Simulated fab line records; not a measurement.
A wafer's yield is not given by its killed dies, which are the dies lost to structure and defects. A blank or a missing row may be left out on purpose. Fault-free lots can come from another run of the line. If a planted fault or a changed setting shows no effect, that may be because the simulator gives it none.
fab line records | flow nand_harc
record: lots: 5 wafers: 15 last_day: 30
route steps=1302 shown P_GATE@170 END@1302
lots that met no fault: from a run of the same line without faults
start_h: start of the lot's first displayed wafer, in hours after the record's first day | wait_h: hours elapsed since this lot's preceding step | " the same as in the row above | L1.1+2: a row that stands for several wafers | - no value, or no start given | * or withheld: withheld | < > ~ a bound
route shown NAME@n: a module of which the file shows steps, and the number in the route of the first | usual: mean and standard deviation over wafers with no fault | same: alike in all rows | chamber/n: place in a boat | sites: per-site readings | _std_site: the standard deviation of these | _edge_site: outer sites' mean less inner sites' | radius_mm: for every site, how far away it sits from the centre of the wafer | mask NAME#n: copy n | behind: the last tool/chamber to shape the wafer | hold: the reason the lot was held/the length of the hold in hours/how it ended | device: whichever transistor did not switch (one of n, p or np) | end of line: the tests these same wafers got at the end of their route | a step without rows: its recipe alone | killed: the dies lost at the first sort to structure and to defects; this is not the yield of the wafer | map: the dies of a wafer, with x for killed, . for not killed, _ for no die there
set.NAME: the run value of the setting; set.NAME@STEP: its run value at that earlier step | model.NAME: the simulator's own value behind a step, which no gauge read
lots seen at some steps along the route; tables by step, rows by wafer
services: when a tool's chamber went out of use (start_h, in hours from the record's first day, below 0 if earlier), for how many hours, and the reason
== steps ==
step: NHARC_P_GATE_CD_MEAS_46
recipe: target_cd_nm: 720 landing_energy_ev: 500
usual: cd_nm: 719.7/1.7
columns lot.wafer tool chamber start_h wait_h cd_nm
L765.1 cd_sem-03 0 108.17 - 716.8
L765.2 " 0 " " 719.6
L765.3 " 0 " " 716.4
L767.1 cd_sem-02 0 127.51 - 717.6
L767.3 " 0 " " 717.0
L767.5 " 0 " " 721.4
L770.1 cd_sem-03 0 156.62 - 719.5
L770.3 " 0 " " 718.2
L770.5 " 0 " " 720.1
L771.1 cd_sem-02 0 168.72 - 720.5
L771.3 " 0 " " 719.9
L771.4 " 0 " " 721.4
L780.1 cd_sem-03 0 256.82 - 718.2
L780.4 " 0 " " 718.8
L780.5 " 0 " " 719.7
step: NHARC_P_GATE_HARDBAKE_47
recipe: temp_c: 125 time_s: 80
step: NHARC_P_GATE_DESCUM_48
recipe: time_s: 3 o2_flow_sccm: 200 ar_flow_sccm: 0 bias_power_w: 0 chemistry: O2
usual: drypump_motor_current_A: 5.6/0.4 oes_product_au: 1.002/0.011 rf_vpp_V: 57.9/0.82 showerhead_plenum_p_Torr: 1.95/0.066 throttle_valve_pct: 11.310/0.0098
columns lot.wafer tool chamber start_h wait_h drypump_motor_current_A oes_product_au rf_hours_counter_h rf_vpp_V showerhead_plenum_p_Torr throttle_valve_pct
L765.3 rie_diel-07 0 108.33 - 5.5 1.001 11.6 57.0 1.89 11.288
L765.2 " 1 " " 4.7 0.996 12.1 59.7 2.02 11.321
L765.1 " 2 " " 5.9 0.987 12.6 56.9 2.04 11.298
L767.3 rie_diel-10 1 127.70 - 6.0 1.006 2.0 57.9 1.90 11.317
L767.1 " 3 " " 5.8 0.987 1.1 57.5 1.98 11.293
L767.5 " 0 " " 5.4 0.988 - 57.3 1.89 11.294
L770.1 rie_diel-10 1 156.79 - 6.0 1.021 3.9 58.1 1.90 11.306
L770.3 " 2 " " 5.5 0.989 3.5 57.2 2.05 11.313
L770.5 " 0 " " 5.4 1.004 - 58.9 1.89 11.303
L771.3 rie_diel-02 0 168.88 - 5.1 1.013 4.4 55.3 1.89 11.298
L771.1 " 1 " " 5.6 1.012 5.1 58.7 2.01 11.322
L771.4 " 3 " " 5.6 1.020 4.4 58.4 1.82 11.313
L780.4 rie_diel-02 2 257.00 - 6.1 1.002 1.7 58.1 1.96 11.303
L780.1 " 0 " " 5.1 1.009 2.1 58.3 1.89 11.314
L780.5 " 1 " " 5.6 0.999 - 57.1 2.01 11.309
step: NHARC_P_GATE_IMPLANT_49
recipe: energy_kev: 30 dose_cm2: 3e+15 tilt_deg: 7
step: NHARC_P_GATE_STRIP_111
recipe: power_w: 1500 temp_c: 110 time_s: 250 chemistry: N2/H2
usual: drypump_motor_current_A: 5.3/0.34 heater_power_w: 86/13
columns lot.wafer tool chamber start_h wait_h drypump_motor_current_A heater_power_w rf_hours_counter_h
L765.2 plasma_asher-01 1 108.73 0.2 5.7 82 19
L765.1 " 0 " " 5.3 106 19
L765.3 " 1 " " 5.7 82 -
L767.1 plasma_asher-02 0 128.11 0.2 5.5 83 14
L767.3 " 0 " " 5.5 83 -
L767.5 " 0 " " 5.5 85 -
L770.1 plasma_asher-01 1 157.30 0.2 5.7 83 28
L770.3 " 1 " " 5.7 83 -
L770.5 " 1 " " 5.7 80 -
L771.1 plasma_asher-02 0 169.25 0.2 5.5 85 23
L771.4 " 0 " " 5.5 84 -
L771.3 " 1 " " 4.8 72 -
L780.1 plasma_asher-01 0 257.57 0.4 5.2 107 17
L780.4 " 0 " " 5.3 109 -
L780.5 " 0 " " 5.2 108 -
step: NHARC_P_GATE_STRIP_75
recipe: power_w: 1500 temp_c: 250 chemistry: O2
usual: drypump_motor_current_A: 5.3/0.34 heater_power_w: 320/49
columns lot.wafer tool chamber start_h wait_h drypump_motor_current_A heater_power_w rf_hours_counter_h
L765.2 plasma_asher-01 1 109.03 0.3 5.7 299 19
L765.1 " 0 " " 5.2 405 19
L765.3 " 1 " " 5.7 306 -
L767.1 plasma_asher-02 0 128.37 0.2 5.5 315 15
L767.3 " 0 " " 5.5 321 -
L767.5 " 0 " " 5.5 317 -
L770.1 plasma_asher-01 1 157.56 0.2 5.7 315 29
L770.3 " 1 " " 5.7 307 -
L770.5 " 1 " " 5.7 305 -
L771.1 plasma_asher-02 0 169.55 0.2 5.4 319 23
L771.4 " 0 " " 5.4 313 -
L771.3 " 1 " " 4.8 265 -
L780.1 plasma_asher-01 0 257.84 0.2 5.3 397 17
L780.4 " 0 " " 5.3 404 -
L780.5 " 0 " " 5.3 399 -
step: NHARC_P_GATE_STRIP_50
recipe: time_s: 900 temp_c: 130 chemistry: SPM
step: NHARC_P_GATE_DEHYDRATE_51
recipe: temp_c: 150 time_s: 120
step: NHARC_P_GATE_HMDS_52
recipe: time_s: 30
step: NHARC_P_GATE_COAT_53
recipe: spin_rpm: 3000
step: NHARC_P_GATE_SOFTBAKE_54
recipe: temp_c: 122 time_s: 95
step: NHARC_P_GATE_EBR_55
step: NHARC_P_GATE_EXPOSE_56
recipe: na: 0.6 target_cd_nm: 720 dose_mj: 14.81 mask_id: P_PSD
usual: stage_vel_mm_s: 500.06/0.22
columns lot.wafer tool chamber start_h wait_h mask stage_vel_mm_s
L765.1 krf_scanner-02 0 109.79 - P_PSD#0 500.27
L765.2 " 0 " " P_PSD#0 500.43
L765.3 " 0 " " P_PSD#0 500.30
L767.1 krf_scanner-02 0 129.00 - P_PSD#0 500.23
L767.3 " 0 " " P_PSD#0 500.12
L767.5 " 0 " " P_PSD#0 500.28
L770.1 krf_scanner-02 0 158.19 - P_NSD#0 499.87
L770.3 " 0 " " P_NSD#0 500.23
L770.5 " 0 " " P_NSD#0 499.85
L771.1 krf_scanner-02 0 170.19 - P_PSD#0 500.26
L771.3 " 0 " " P_PSD#0 500.08
L771.4 " 0 " " P_PSD#0 500.14
L780.1 krf_scanner-04 0 258.59 - P_PSD#0 500.29
L780.4 " 0 " " P_PSD#0 500.02
L780.5 " 0 " " P_PSD#0 500.08
step: NHARC_P_GATE_PEB_57
recipe: peb_temp_c: 118 peb_time_s: 85
step: NHARC_P_GATE_DEVELOP_58
recipe: time_s: 70
step: NHARC_P_GATE_CD_MEAS_59
recipe: target_cd_nm: 720 landing_energy_ev: 500
usual: cd_nm: 720.7/1.8
columns lot.wafer tool chamber start_h wait_h cd_nm
L765.1 cd_sem-02 0 109.95 - 723.4
L765.2 " 0 " " 724.1
L765.3 " 0 " " 722.3
L767.1 cd_sem-02 0 129.16 - 722.7
L767.3 " 0 " " 723.0
L767.5 " 0 " " 722.5
L770.1 cd_sem-03 0 158.35 - -
L770.3 " 0 " " -
L770.5 " 0 " " -
L771.1 cd_sem-02 0 170.34 - 720.2
L771.3 " 0 " " 719.2
L771.4 " 0 " " 721.9
L780.1 cd_sem-03 0 258.75 - 718.5
L780.4 " 0 " " 720.1
L780.5 " 0 " " 719.8
step: NHARC_P_GATE_HARDBAKE_60
recipe: temp_c: 125 time_s: 80
step: NHARC_END_SORT_01
recipe: temp_c: 25
usual: killed_at_array: 55/20 killed_at_other: 1.2/1.3 killed_at_periphery: 4.0/3 killed_dies: 60/21 killed_open: 3.2/1.9 killed_short: 2.5/1.6
same: gross_dies: 677
columns lot.wafer tool chamber start_h wait_h killed_at_array killed_at_other killed_at_periphery killed_dies killed_open killed_short
L770.1 prober-02 0 605.95 2.5 45 2 630 677 2 4
L770.3 prober-02 0 607.53 3.1 52 4 621 677 1 2
L770.5 prober-02 0 609.11 3.7 46 0 631 677 6 0
killed by level:class
L770.1 P_GATE:area_expose=629 A_CHANNEL_HOLE_D1:chamber_film_flake=23 A_M1:chamber_film_flake=7 A_CHANNEL_HOLE_D2:chamber_film_flake=5 A_WL_FILL:geometric_particle:short=2 A_WL_FILL:chamber_film_flake=2 A_CONTACT:chamber_film_flake=2 THIN_TSV:chamber_film_flake=2
L770.3 P_GATE:area_expose=621 A_CHANNEL_HOLE_D1:chamber_film_flake=31 A_CHANNEL_HOLE_D2:chamber_film_flake=13 THIN_TSV:chamber_film_flake=4 A_M1:chamber_film_flake=3 A_CHANNEL_FILL_D1:geometric_particle:short=1 A_SGD_CUT:geometric_particle:open=1 A_WL_FILL:geometric_particle:short=1
L770.5 P_GATE:area_expose=628 A_CHANNEL_HOLE_D1:chamber_film_flake=31 A_SLIT:chamber_film_flake=3 P_M0:geometric_particle:open=2 A_DECK1_JOINT:geometric_particle:open=2 A_CHANNEL_FILL_D1:chamber_film_flake=2 A_CHANNEL_HOLE_D2:chamber_film_flake=2 A_CONTACT:chamber_film_flake=2
map L770.1 (x killed, . not)
____________x____________
_________xxxxxxx_________
_______xxxxxxxxxxx_______
______xxxxxxxxxxxxx______
_____xxxxxxxxxxxxxxx_____
____xxxxxxxxxxxxxxxxx____
____xxxxxxxxxxxxxxxxx____
___xxxxxxxxxxxxxxxxxxx___
___xxxxxxxxxxxxxxxxxxx___
__xxxxxxxxxxxxxxxxxxxxx__
__xxxxxxxxxxxxxxxxxxxxx__
_xxxxxxxxxxxxxxxxxxxxxxx_
_xxxxxxxxxxxxxxxxxxxxxxx_
_xxxxxxxxxxxxxxxxxxxxxxx_
_xxxxxxxxxxxxxxxxxxxxxxx_
_xxxxxxxxxxxxxxxxxxxxxxx_
xxxxxxxxxxxxxxxxxxxxxxxxx
xxxxxxxxxxxxxxxxxxxxxxxxx
xxxxxxxxxxxxxxxxxxxxxxxxx
xxxxxxxxxxxxxxxxxxxxxxxxx
xxxxxxxxxxxxxxxxxxxxxxxxx
_xxxxxxxxxxxxxxxxxxxxxxx_
_xxxxxxxxxxxxxxxxxxxxxxx_
_xxxxxxxxxxxxxxxxxxxxxxx_
_xxxxxxxxxxxxxxxxxxxxxxx_
_xxxxxxxxxxxxxxxxxxxxxxx_
__xxxxxxxxxxxxxxxxxxxxx__
__xxxxxxxxxxxxxxxxxxxxx__
___xxxxxxxxxxxxxxxxxxx___
___xxxxxxxxxxxxxxxxxxx___
____xxxxxxxxxxxxxxxxx____
____xxxxxxxxxxxxxxxxx____
_____xxxxxxxxxxxxxxx_____
______xxxxxxxxxxxxx______
_______xxxxxxxxxxx_______
_________xxxxxxx_________
____________x____________
map L767.1 (x killed, . not)
____________.____________
_________......._________
_______..........._______
______.............______
_____.x....x........_____
____.............x...____
____................x____
___..........x........___
___..........x.x......___
__.....................__
__....x.......xx......x__
_............x.........._
_...........x..........._
_...x.....x............._
_....x......x..........._
_.............x........._
............x...........x
.........................
.........x...............
...x.....................
.........................
_..x.......x............_
_.........x............._
_......................._
_..................x...._
_......................._
__.....................__
__.....................__
___...................___
___...................___
____.................____
____.....x...........____
_____...x....x.x.x.._____
______.............______
_______.........x._______
_________....x.x_________
____________.____________
== services ==
columns tool chamber start_h hours kind
krf_scanner-02 - 94.50 4.0 pm
plasma_asher-01 - 97.62 1.9 repair
rie_diel-10 3 105.27 19.9 repair
rie_diel-07 3 106.23 5.0 repair
rie_diel-07 - 117.20 9.0 pm
krf_scanner-02 - 119.82 0.5 repair
plasma_asher-01 - 153.82 1.4 repair
plasma_asher-01 - 165.11 9.0 pm
plasma_asher-01 0 165.11 9.0 vent_cycle
plasma_asher-01 1 165.11 9.0 vent_cycle
rie_diel-07 3 165.80 4.2 repair
krf_scanner-04 - 168.93 0.6 repair
plasma_asher-02 - 170.24 1.8 repair
plasma_asher-01 0 174.11 - clean
plasma_asher-01 1 174.11 - clean
krf_scanner-04 - 182.02 4.0 pm
rie_diel-02 - 217.02 9.0 pm
rie_diel-10 1 227.91 13.4 repair
rie_diel-10 - 242.50 9.0 pm
plasma_asher-02 - 249.12 9.0 pm
plasma_asher-02 0 249.12 9.0 vent_cycle
plasma_asher-02 1 249.12 9.0 vent_cycle
krf_scanner-02 - 249.60 0.6 repair
plasma_asher-02 0 258.12 - clean
== key ==
first_sign: step: NHARC_P_GATE_EXPOSE_56 reading: mask direction: changed
effect: step: NHARC_P_GATE_CD_MEAS_59 reading: cd_nm direction: missing
effect: step: NHARC_END_SORT_01 reading: killed_at_periphery direction: up sigmas: 99+ usual: 4.0 struck: 627.3
more_kills_born_at: NHARC_P_GATE_EXPOSE_56@krf_scanner-02: 1878
met_at NHARC_P_GATE_EXPOSE_56
struck_wafers L770.1,L770.3,L770.5
later_rows_left_out L770.1,L770.3,L770.5
tester_left_out L770
onset_between 129.00 158.19
fault: kind: wrong_mask tool: any chamber: - onset_h: 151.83 steps: NHARC_P_GATE_EXPOSE_56 aux_copy: P_NSD#0 scope: struck_lots_only
tester_left_out: of these lots the tester's yield and bins aren't shown, on N5 and GAA mostly nor the transistor test; their killed dies are dies lost to structure and defects alone, not to doping, threshold or leakage, so they don't give the yield
later_rows_left_out: the simulator's readings of these wafers behind a module that went badly wrong aren't trusted and aren't shown, but for the sort
